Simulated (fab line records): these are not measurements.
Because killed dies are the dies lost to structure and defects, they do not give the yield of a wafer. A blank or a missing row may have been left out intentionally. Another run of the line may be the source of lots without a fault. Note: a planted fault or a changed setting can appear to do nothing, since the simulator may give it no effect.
Chamber matching ; flow nandHarc ; NHARC_A_M0_DESCUM_14 on rieDiel-07: 4 sister chambers
The step chemistry O2, time 3 s. 16 wafers are shown with their chamber, then 8 later ones without.

== WAFERS PAIRED WITH THEIR CHAMBERS ==
wafer;chamber;drypumpMotorCurrentA (A);showerheadPlenumPTorr (Torr);oesProductAu (a.u.)
L078.1;0;5.2;2.04;0.996
L078.3;3;5.8;2.05;0.995
L078.5;0;5.2;2.04;1.000
L086.1;3;5.8;2.05;0.999
L086.3;2;5.6;2.01;0.982
L086.5;2;5.6;2.01;0.987
L091.2;1;6.6;1.82;1.004
L091.3;3;5.7;2.05;1.000
L091.4;0;5.2;2.04;1.010
L095.1;1;6.6;1.82;1.003
L095.2;3;5.8;2.05;1.000
L095.3;0;5.2;2.04;1.003
L093.1;1;6.6;1.82;0.989
L093.3;3;5.8;2.04;1.000
L093.5;2;5.6;2.00;0.990
L094.2;1;6.6;1.82;1.008

SIGNATURES (averages over the wafers above)
reading;chamber 0;chamber 1;chamber 2;chamber 3;scatter within a chamber
drypumpMotorCurrentA;5.200;6.600;5.600;5.780;0.0258
showerheadPlenumPTorr;2.0400;1.8200;2.0067;2.0480;0.0035
oesProductAu;1.00225;1.00100;0.98633;0.99880;0.00549
Rule: for each reading, subtract the chamber's mean from the wafer's reading, divide by that reading's scatter and square the result; add these up over the readings and take the root, which gives the wafer's distance from the chamber. The wafer belongs to the nearest chamber; if the next one is less than 2 further off, it can't be placed. The scatter: take each reading less its chamber's mean, square it, sum over the shown wafers, divide by the number of wafers less the number of chambers, and take the root.

== WAFERS WITH NO CHAMBER GIVEN ==
wafer;drypumpMotorCurrentA (A);showerheadPlenumPTorr (Torr);oesProductAu (a.u.)
L094.5;5.8;2.04;0.992
L094.6;5.6;2.00;0.994
L096.2;5.6;2.00;0.995
L096.5;5.6;2.00;0.981
L096.6;6.6;1.82;1.001
L097.2;6.6;1.82;1.003
L097.3;5.6;2.00;1.003
L097.6;5.7;2.04;1.009

== WHICH CHAMBER EACH ONE RAN IN ==
wafer;from the rows above;in truth
L094.5;3;3
L094.6;2;2
L096.2;2;2
L096.5;2;2
L096.6;1;1
L097.2;1;1
L097.3;2;2
L097.6;3;3
Placed correctly: 8 of 8. Not placeable from these rows: 0. 0 placed wrongly.
